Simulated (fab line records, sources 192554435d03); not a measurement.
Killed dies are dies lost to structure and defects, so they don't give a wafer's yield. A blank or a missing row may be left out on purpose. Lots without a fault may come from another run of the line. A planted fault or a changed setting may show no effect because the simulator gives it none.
Split-lot trial -- flow n5Finfet -- on a route of 1938 steps: 7 lots, 21 wafers read

ON THE SPLIT
At N5_BEOL_M0_SAQP_SPACER2_ALD_26 (deposits SiO2, target thk 15 nm, pulse time 1 s, purge time 2 s), the setting targetThkA was moved away from the recipe's 150 angstrom on 6 of the 21 wafers read, by +3.9% to +12.9%. For the rest of the wafers, this setting stayed at what the recipe calls for.

FROM THE SPLIT TO THE READING: what the file shows between them, 2 steps
- N5_BEOL_M0_SAQP_SPACER2_ETCHBACK_27: etches SiO2 in CHF3/O2, target depth 22.5 nm, time 11.25 s
- N5_BEOL_M0_SAQP_MANDREL2_REMOVE_110: chemistry HBr/Cl2/O2, target a-Si, stops on SiCN, bt time 10 s

THE READING
cdNm (nm) at N5_BEOL_M0_SAQP_CD_MEAS_29, where the cd target is 14.4 nm. A value of 14.99 nm with a standard deviation of 0.25 nm is what fault-free wafers of this fab line usually give.

wafer,"tool, chamber at the split","targetThkA as run, angstrom",against the recipe,"cdNm, nm",against lot-mates on the recipe
L080.2,"aldSin-03, 1,0",150,recipe,14.82,-
L080.3,"aldSin-03, 1,0",150,recipe,15.19,-
L080.5,"aldSin-03, 3",155.9,+3.9%,15.27,+0.27
L082.1,"aldSin-02, 1,2,3",150,recipe,15.25,-
L082.4,"aldSin-02, 1,2,3",150,recipe,15.45,-
L082.6,"aldSin-02, 1,2,3",150,recipe,15.18,-
L083.1,"aldSin-01, 3",167.7,+11.8%,16.83,+2.00
L083.3,"aldSin-01, 2",150,recipe,14.98,-
L083.5,"aldSin-01, 2",150,recipe,14.67,-
L090.4,"aldSin-03, 3,1",162.6,+8.4%,16.23,+0.86
L090.5,"aldSin-03, 2",150,recipe,15.37,-
L090.6,"aldSin-03, 3,1",162.6,+8.4%,16.15,+0.78
L091.2,"aldSin-02, 3",150,recipe,15.16,-
L091.3,"aldSin-02, 1",166,+10.7%,16.65,+1.62
L091.6,"aldSin-02, 0",150,recipe,14.90,-
L092.1,"aldSin-02, 2",169.3,+12.9%,17.08,+1.78
L092.3,"aldSin-02, 0,1",150,recipe,15.27,-
L092.6,"aldSin-02, 0,1",150,recipe,15.32,-
L096.1,"aldSin-02, 2,1",150,recipe,15.13,-
L096.5,"aldSin-02, 0",150,recipe,14.82,-
L096.6,"aldSin-02, 2,1",150,recipe,14.88,-
Where a row lists several chambers, the file gives one row for several wafers and doesn't say which wafer went through which chamber.

THE FIT
A straight line over all 21 wafers: cdNm changes by +0.144 nm for each +1% of targetThkA; r = +0.95; the points scatter about the line by 0.22 nm.
The same after taking each lot's own level away (the mean of its wafers on the recipe; 21 wafers): +0.139 nm for each +1%; r = +0.96; scatter 0.19 nm.
On that fit, the largest move of targetThkA shifts the reading by 1.8 nm.
Measured against the standard deviation above, the lots' own levels, which go from 14.825 to 15.370 nm, span 2.2 times it.
Consequently the slope shifts little with the lot-to-lot level, the two slopes agreeing.
Check: +1.76 nm against its lot-mates is what the line predicts for one of the wafers moved furthest among these (+12.9%) when that wafer is left out of the fit. Against them it came out at +1.78 nm.

OTHER SPLITS APPLIED TO THESE WAFERS
Before the reading, these wafers also passed through other splits. Each is held against what the fit with the lots' levels taken away leaves over:
other split on the same wafers,wafers away from the commonest value,r with cdNm (lot level and that fit taken away)
N5_MOL_CONTACT_COAG_COAT_103 spinRpm,3,-0.60
N5_MOL_CONTACT_COAG_COAT_76 spinRpm,11,-0.27

THE WHOLE CHAIN: every reading that the file lists as answering this split, in the file's order
step,what it does,reading,change (the file's fit),r (the file's)
N5_BEOL_M0_SAQP_SPACER2_ALD_26,"deposits SiO2, target thk 15 nm, pulse time 1 s, purge time 2 s","SiO2_of_BEOL_M0_SAQP_SPACER2_ALD_26.thkNm (the simulator's own value, which no gauge read)",+0.162 nm for each +1% of the setting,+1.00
N5_BEOL_M0_SAQP_MANDREL2_REMOVE_110,"chemistry HBr/Cl2/O2, target a-Si, stops on SiCN, bt time 10 s","BEOL_M0_SAQP.cdNm (the simulator's own value, which no gauge read)",+0.156 nm for each +1% of the setting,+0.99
N5_BEOL_M0_SAQP_CD_MEAS_29,target cd 14.4 nm,cdNm,+0.142 nm for each +1% of the setting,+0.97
N5_BEOL_M0_CUTY_ETCH_63,"etches SOC in N2/H2, target depth 82.7 nm, overetch 16.5 nm, time 124 s","SiO2_of_BEOL_M0_SAQP_SPACER2_ALD_26.thkNm (the simulator's own value, which no gauge read)",+0.155 nm for each +1% of the setting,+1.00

FILE'S OWN FIT
cdNm changes by +0.142 nm for each +1% of targetThkA, r = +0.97.
